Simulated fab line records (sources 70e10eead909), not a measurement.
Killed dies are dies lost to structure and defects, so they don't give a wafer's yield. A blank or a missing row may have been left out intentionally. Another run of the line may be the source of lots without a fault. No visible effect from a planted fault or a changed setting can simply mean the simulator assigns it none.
fab line records -- flow nandHarc
record: lots: 7, wafers: 21, lastDay: 23
route steps=1159 shown P_M0@266
lots that met no fault: from a run of the same line without faults
startH: hours from the record's first day to the start of the lot's first wafer shown -- waitH: how many hours have passed since the lot's step before this one -- " identical to the entry in the row above -- L1.1+2: a single row standing in for several wafers -- - value missing, or start not given -- * or withheld: withheld -- < > ~ a bound
route shown NAME@n: a module of which the file shows steps, and the number in the route of the first -- usual: mean/standard deviation taken from wafers without a fault -- same: alike in all rows -- chamber/n: place in a boat -- sites: readings site by site -- _std_site: their standard deviation -- _edge_site: mean of outer sites minus mean of inner sites -- radiusMm: for every site, how far away it sits from the centre of the wafer -- mask NAME#n: copy n -- behind: tool/chamber where the wafer was last shaped -- hold: reason for holding the lot/hours on hold/outcome of the hold -- device: names the non-switching transistor (n, p or np) -- end of line: the route-end tests of the same wafers -- a step without rows: its recipe alone -- killed: not the wafer's yield, but the dies lost to structure and defects at the first sort -- map: a wafer's dies, marking killed ones x, the rest . and places with no die _
set.NAME: the setting as run; set.NAME@STEP: as run at that earlier step -- model.NAME: the simulator's own value behind a step, which no gauge read
lots seen at some steps along the route; tables by step, rows by wafer
services: from which hour (startH, from the record's first day; less than 0 if before it) a tool's chamber was out of use, for how many hours, and why
== steps ==
step: NHARC_P_M0_DESCUM_14
recipe: timeS: 3, o2FlowSccm: 200, arFlowSccm: 0, biasPowerW: 0, chemistry: O2
step: NHARC_P_M0_ETCH_34
recipe: targetDepthA: 400, overetchA: 120, timeS: 43.94, ionEnergyEv: 200, n2FlowSccm: 150, h2FlowSccm: 150, arFlowSccm: 0, rfW: 400, biasW: 150, chemistry: N2/H2
step: NHARC_P_M0_ETCH_15
recipe: targetDepthA: 1500, overetchA: 150, timeS: 82.5, c4f8FlowSccm: withheld, arFlowSccm: 400, rfW: 600, biasW: 300, chemistry: C4F8/Ar
usual: oesProductAu: 0.962/0.02, rfVppV: 441.1/2.6
lot.wafer,tool,chamber,startH,waitH,oesProductAu,rfHoursCounterH,rfVppV
L530.4,rieDiel-01,3,-,-,0.934,11.6,445.0
L530.1,rieDiel-01,0,-,-,0.925,10.8,439.1
L530.6,rieDiel-01,3,-,-,0.948,-,444.6
L534.2,rieDiel-03,1,-,-,0.918,8.0,443.1
L534.3,rieDiel-03,2,-,-,0.927,8.5,436.4
L534.4,rieDiel-03,3,-,-,0.916,9.2,443.9
L535.1,rieDiel-13,2,-,-,0.968,4.0,444.2
L535.3,rieDiel-13,3,-,-,0.978,4.3,441.1
L535.5,rieDiel-13,0,-,-,0.978,-,440.5
L536.2,rieDiel-01,1,-,-,0.935,1.6,439.7
L536.5,rieDiel-01,1,-,-,0.938,-,441.6
L536.6,rieDiel-01,2,-,-,0.913,-,438.0
L539.2,rieDiel-13,1,-,-,0.963,5.3,440.3
L539.1,rieDiel-13,3,-,-,1.000,6.0,441.2
L539.5,rieDiel-13,1,-,-,0.960,-,441.4
L544.1,rieDiel-01,1,-,-,0.972,3.5,440.8
L544.6,rieDiel-01,2,-,-,0.949,-,435.9
L544.5,rieDiel-01,3,-,-,0.959,-,443.6
L543.2,rieDiel-01,2,-,-,0.948,3.6,438.2
L543.6,rieDiel-01,2,-,-,0.951,-,436.6
L543.5,rieDiel-01,3,-,-,0.980,-,445.4
step: NHARC_P_M0_CD_MEAS_16
usual: cdNm: 89.1/0.74
lot.wafer,tool,chamber,startH,waitH,cdNm
L530.1,cdSem-03,-,133.21,-,88.4
L530.4,cdSem-03,-,133.21,-,90.9
L530.6,cdSem-03,-,133.21,-,90.3
L534.2,cdSem-02,-,157.67,-,89.7
L534.3,cdSem-02,-,157.67,-,88.7
L534.4,cdSem-02,-,157.67,-,90.5
L535.1,cdSem-01,-,167.30,-,88.4
L535.3,cdSem-01,-,167.30,-,89.9
L535.5,cdSem-01,-,167.30,-,90.1
L536.2,cdSem-01,-,172.59,-,89.2
L536.5,cdSem-01,-,172.59,-,88.2
L536.6,cdSem-01,-,172.59,-,88.8
L539.1,cdSem-01,-,197.39,-,88.9
L539.2,cdSem-01,-,197.39,-,88.1
L539.5,cdSem-01,-,197.39,-,89.1
L544.1,cdSem-03,-,215.33,-,90.0
L544.5,cdSem-03,-,215.33,-,90.9
L544.6,cdSem-03,-,215.33,-,89.5
L543.2,cdSem-01,-,215.88,-,90.6
L543.5,cdSem-01,-,215.88,-,88.5
L543.6,cdSem-01,-,215.88,-,89.1
step: NHARC_P_M0_STRIP_18
recipe: powerW: 1000, n2FlowSccm: 150, h2FlowSccm: 150, arFlowSccm: 0, biasW: 0, chemistry: N2/H2
usual: drypumpMotorCurrentA: 5.8/0.51, n2FlowSccm: 150.0/0.45, oesProductAu: 1.004/0.011, rfVppV: 90.7/0.82, showerheadPlenumPTorr: 2.06/0.077, throttleValvePct: 14.171/0.0087
lot.wafer,tool,chamber,startH,waitH,drypumpMotorCurrentA,n2FlowSccm,oesProductAu,rfHoursCounterH,rfVppV,showerheadPlenumPTorr,throttleValvePct
L530.1,rieDiel-13,3,133.31,0.1,6.6,150.0,1.016,1.8,90.7,2.04,14.166
L530.4,rieDiel-13,0,133.31,0.1,5.5,149.6,1.010,1.4,89.9,2.05,14.177
L530.6,rieDiel-13,2,133.31,0.1,5.7,149.5,1.010,-,91.5,2.16,14.168
L534.4,rieDiel-01,3,157.74,0.1,5.9,149.6,1.002,0.7,92.6,2.17,14.158
L534.3,rieDiel-01,0,157.74,0.1,5.8,150.0,0.989,0.3,91.3,1.98,14.179
L534.2,rieDiel-01,1,157.74,0.1,6.5,150.1,1.012,0.4,90.9,2.07,14.171
L535.1,rieDiel-13,2,167.37,0.1,5.8,150.0,1.012,4.0,91.1,2.16,14.161
L535.3,rieDiel-13,1,167.37,0.1,5.6,150.4,0.999,3.7,89.9,2.03,14.171
L535.5,rieDiel-13,3,167.37,0.1,6.6,149.6,1.016,-,90.4,2.04,14.168
L536.2,rieDiel-13,1,172.74,0.1,5.6,149.7,0.996,4.2,90.4,2.03,14.163
L536.5,rieDiel-13,2,172.74,0.1,5.8,150.6,1.013,-,91.2,2.16,14.175
L536.6,rieDiel-13,3,172.74,0.1,6.6,150.8,1.015,-,90.5,2.04,14.170
L539.1,rieDiel-01,2,197.49,0.1,5.2,148.7,0.997,2.6,90.4,1.90,14.164
L539.2,rieDiel-01,0,197.49,0.1,5.9,150.5,1.006,3.0,90.7,1.98,14.185
L539.5,rieDiel-01,1,197.49,0.1,6.5,149.4,1.010,-,90.6,2.06,14.167
L544.1,rieDiel-13,1,215.46,0.1,5.6,150.0,1.012,6.0,90.8,2.03,14.155
L544.5,rieDiel-13,3,215.46,0.1,6.6,150.5,1.018,-,90.3,2.04,14.180
L544.6,rieDiel-13,0,215.46,0.1,5.5,149.7,0.995,-,92.1,2.05,14.182
L543.2,rieDiel-13,1,215.97,0.1,5.6,149.6,1.000,6.0,90.8,2.03,14.174
L543.5,rieDiel-13,0,215.97,0.1,5.5,150.1,1.005,-,91.9,2.05,14.157
L543.6,rieDiel-13,1,215.97,0.1,5.6,149.5,1.003,-,91.0,2.03,14.169
step: NHARC_P_M0_STRIP_19
recipe: timeS: 600, tempC: 30, chemistry: postEtchResidueRemover
step: NHARC_P_M0_DEGAS_28
recipe: tempC: 250, timeS: 60
step: NHARC_P_M0_PRE_CLEAN_29
recipe: timeS: 30, tempC: 280, gas: H2/He
usual: heaterPowerW: 398/32
lot.wafer,tool,chamber,startH,waitH,heaterPowerW
L530.4,pvdSputter-01,-,-,-,383
L530.1,pvdSputter-01,-,-,-,400
L530.6,pvdSputter-01,-,-,-,392
L534.2,pvdSputter-02,-,-,-,378
L534.4,pvdSputter-02,-,-,-,372
L534.3,pvdSputter-02,-,-,-,401
L535.3,pvdSputter-03,-,-,-,390
L535.1,pvdSputter-03,-,-,-,370
L535.5,pvdSputter-03,-,-,-,375
L536.2,pvdSputter-01,-,-,-,431
L536.6,pvdSputter-01,-,-,-,375
L536.5,pvdSputter-01,-,-,-,428
L539.1,pvdSputter-01,-,-,-,436
L539.2,pvdSputter-01,-,-,-,424
L539.5,pvdSputter-01,-,-,-,437
L544.1,pvdSputter-03,-,-,-,376
L544.5,pvdSputter-03,-,-,-,380
L544.6,pvdSputter-03,-,-,-,385
L543.2,pvdSputter-01,-,-,-,370
L543.5,pvdSputter-01,-,-,-,388
L543.6,pvdSputter-01,-,-,-,427
step: NHARC_P_M0_PVD_20
recipe: targetThkA: 50, biasV: 168.6, powerW: 15000, chamberPressurePa: 0.12, timeS: 8.06, substrateTempC: 50, material: TaN
usual: throttleValvePct: 29.3/1.2
lot.wafer,tool,chamber,startH,waitH,throttleValvePct
L530.1,pvdSputter-01,-,-,-,28.8
L530.4,pvdSputter-01,-,-,-,29.0
L530.6,pvdSputter-01,-,-,-,30.9
L534.3,pvdSputter-02,-,-,-,27.6
L534.4,pvdSputter-02,-,-,-,29.5
L534.2,pvdSputter-02,-,-,-,29.3
L535.1,pvdSputter-03,-,-,-,29.7
L535.3,pvdSputter-03,-,-,-,29.4
L535.5,pvdSputter-03,-,-,-,29.3
L536.2,pvdSputter-01,-,-,-,31.1
L536.6,pvdSputter-01,-,-,-,29.5
L536.5,pvdSputter-01,-,-,-,30.9
L539.2,pvdSputter-01,-,-,-,31.2
L539.1,pvdSputter-01,-,-,-,29.1
L539.5,pvdSputter-01,-,-,-,29.4
L544.1,pvdSputter-03,-,-,-,29.5
L544.6,pvdSputter-03,-,-,-,26.3
L544.5,pvdSputter-03,-,-,-,29.5
L543.2,pvdSputter-01,-,-,-,29.5
L543.6,pvdSputter-01,-,-,-,29.4
L543.5,pvdSputter-01,-,-,-,31.0
step: NHARC_P_M0_PVD_21
recipe: targetThkA: 300, chamberPressurePa: 5, powerW: 5000, substrateTempC: 30, timeS: 20.49, material: Cu
step: NHARC_P_M0_ECD_22
recipe: targetThkA: 4000, bathTempC: 25, material: Cu
step: NHARC_P_M0_ANNEAL_30
recipe: tempC: 225, timeS: 90
usual: wafer_temp_C_max: 226.0/0.5
lot.wafer,tool,chamber,startH,waitH,wafer_temp_C_max
L530.1,rtpAnneal-01,0,134.57,0.3,225.8
L530.4,rtpAnneal-01,0,134.57,0.3,225.4
L530.6,rtpAnneal-01,0,134.57,0.3,225.5
L534.2,rtpAnneal-01,0,159.19,0.3,225.6
L534.3,rtpAnneal-01,0,159.19,0.3,225.6
L534.4,rtpAnneal-01,0,159.19,0.3,225.3
L535.1,rtpAnneal-01,0,168.71,0.4,225.8
L535.3,rtpAnneal-01,0,168.71,0.4,225.7
L535.5,rtpAnneal-01,0,168.71,0.4,225.7
L536.2,rtpAnneal-01,0,174.11,-,225.6
L536.5,rtpAnneal-01,0,174.11,-,225.4
L536.6,rtpAnneal-01,0,174.11,-,225.4
L539.1,rtpAnneal-01,0,198.75,0.3,225.9
L539.2,rtpAnneal-01,0,198.75,0.3,226.1
L539.5,rtpAnneal-01,0,198.75,0.3,225.9
L544.1,rtpAnneal-02,0,216.71,-,226.3
L544.5,rtpAnneal-02,0,216.71,-,227.3
L544.6,rtpAnneal-02,0,216.71,-,227.0
L543.2,rtpAnneal-02,0,217.30,0.3,226.7
L543.5,rtpAnneal-02,0,217.30,0.3,226.1
L543.6,rtpAnneal-02,0,217.30,0.3,226.5
step: NHARC_P_M0_CMP_23
recipe: tOverpolishS: 20, targetThkNm: 117.53
usual: edgeZonePressureFrac: 1.000/0.0048, motorCurrentA: 11.5/0.79, timeToEndpointS: 27.8/2.1
lot.wafer,tool,chamber,startH,waitH,edgeZonePressureFrac,motorCurrentA,timeToEndpointS
L530.4,cmp-03,2,134.91,-,1.012,10.8,24.2
L530.1,cmp-03,3,134.91,-,0.995,10.6,29.0
L530.6,cmp-03,2,134.91,-,1.011,10.8,28.0
L534.4,cmp-02,2,159.52,-,-,-,-
L534.2,cmp-02,3,159.52,-,-,-,-
L534.3,cmp-02,0,159.52,-,-,-,-
L535.1,cmp-01,3,169.05,-,-,-,-
L535.3,cmp-01,0,169.05,-,-,-,-
L535.5,cmp-01,0,169.05,-,-,-,-
L536.2,cmp-02,0,174.51,-,-,-,-
L536.5,cmp-02,1,174.51,-,-,-,-
L536.6,cmp-02,2,174.51,-,-,-,-
L539.1,cmp-03,1,199.09,-,1.003,12.3,27.2
L539.2,cmp-03,3,199.09,-,0.998,11.2,27.2
L539.5,cmp-03,2,199.09,-,1.005,10.8,27.7
L544.1,cmp-03,1,217.14,-,1.000,11.8,29.9
L544.5,cmp-03,2,217.14,-,1.005,10.9,28.5
L544.6,cmp-03,3,217.14,-,0.997,10.4,32.1
L543.2,cmp-01,1,217.68,-,1.002,10.8,27.0
L543.6,cmp-01,2,217.68,-,1.006,12.9,29.6
L543.5,cmp-01,3,217.68,-,0.995,11.7,24.2
step: NHARC_P_M0_THK_MEAS_24
recipe: thkMeasGauge: xrf
usual: thkNm: 117.1/1.3
lot.wafer,tool,chamber,startH,waitH,thkNm
L530.1,filmMetro-01,-,135.23,-,116.7
L530.4,filmMetro-01,-,135.23,-,114.6
L530.6,filmMetro-01,-,135.23,-,117.1
L534.2,filmMetro-02,-,159.81,0.2,392.4
L534.3,filmMetro-02,-,159.81,0.2,399.9
L534.4,filmMetro-02,-,159.81,0.2,402.0
L535.1,filmMetro-01,-,169.36,0.3,397.6
L535.3,filmMetro-01,-,169.36,0.3,389.7
L535.5,filmMetro-01,-,169.36,0.3,404.5
L536.2,filmMetro-02,-,174.74,0.2,395.9
L536.5,filmMetro-02,-,174.74,0.2,396.5
L536.6,filmMetro-02,-,174.74,0.2,392.9
L539.1,filmMetro-01,-,199.42,-,116.2
L539.2,filmMetro-01,-,199.42,-,115.7
L539.5,filmMetro-01,-,199.42,-,114.4
L544.1,filmMetro-02,-,217.37,-,117.3
L544.5,filmMetro-02,-,217.37,-,118.1
L544.6,filmMetro-02,-,217.37,-,118.4
L543.2,filmMetro-01,-,217.91,-,116.2
L543.5,filmMetro-01,-,217.91,-,116.7
L543.6,filmMetro-01,-,217.91,-,117.9
step: NHARC_P_M0_SRD_25
== services ==
tool,chamber,startH,hours,kind
cmp-02,-,126.63,1.0,repair
cmp-02,-,128.57,4.0,pm
rieDiel-13,0,132.57,-,clean
rieDiel-13,1,132.57,-,clean
rieDiel-13,2,132.57,-,clean
rieDiel-13,3,132.57,-,clean
rieDiel-01,-,138.14,9.0,pm
pvdSputter-02,-,149.12,3.9,repair
cmp-02,-,150.66,0.3,repair
cmp-03,-,156.00,4.0,pm
rieDiel-13,0,157.07,-,clean
rieDiel-13,1,157.07,-,clean
rieDiel-13,2,157.07,-,clean
rieDiel-13,3,157.07,-,clean
pvdSputter-01,-,158.00,10.0,pm
pvdSputter-03,-,158.16,9.6,repair
rieDiel-03,-,166.84,3.1,repair
cmp-01,-,179.50,4.0,pm
rieDiel-03,-,193.39,0.6,repair
pvdSputter-01,-,193.70,1.8,repair
cmp-02,-,211.43,4.2,repair
pvdSputter-03,-,212.05,2.9,repair
pvdSputter-02,-,215.38,10.0,pm
rieDiel-03,-,215.39,9.0,pm
== key ==
firstSign: step: NHARC_P_M0_CMP_23, reading: toolRecord, direction: missing
effect: step: NHARC_P_M0_THK_MEAS_24, reading: thkNm, direction: up, sigmas: 99+, usual: 117.1, struck: 396.8
metAt NHARC_P_M0_CMP_23
struckWafers L534.2,L534.3,L534.4,L535.1,L535.3,L535.5,L536.2,L536.5,L536.6
laterRowsLeftOut L534.2,L534.3,L534.4,L535.1,L535.3,L535.5,L536.2,L536.5,L536.6
sortLeftOut L534.2,L534.3,L534.4,L535.1,L535.3,L535.5,L536.2,L536.5,L536.6
fault: kind: skippedStepWhole, tool: cmp-01,cmp-02, chamber: -, onsetH: 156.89, steps: NHARC_P_M0_CMP_23, scope: struckLotsOnly
sortLeftOut: the simulated sort isn't trusted on such a fault, so these wafers' sort isn't shown, and their yield isn't known
laterRowsLeftOut: the simulator's readings of these wafers behind a module that went badly wrong aren't trusted and aren't shown, but for the sort
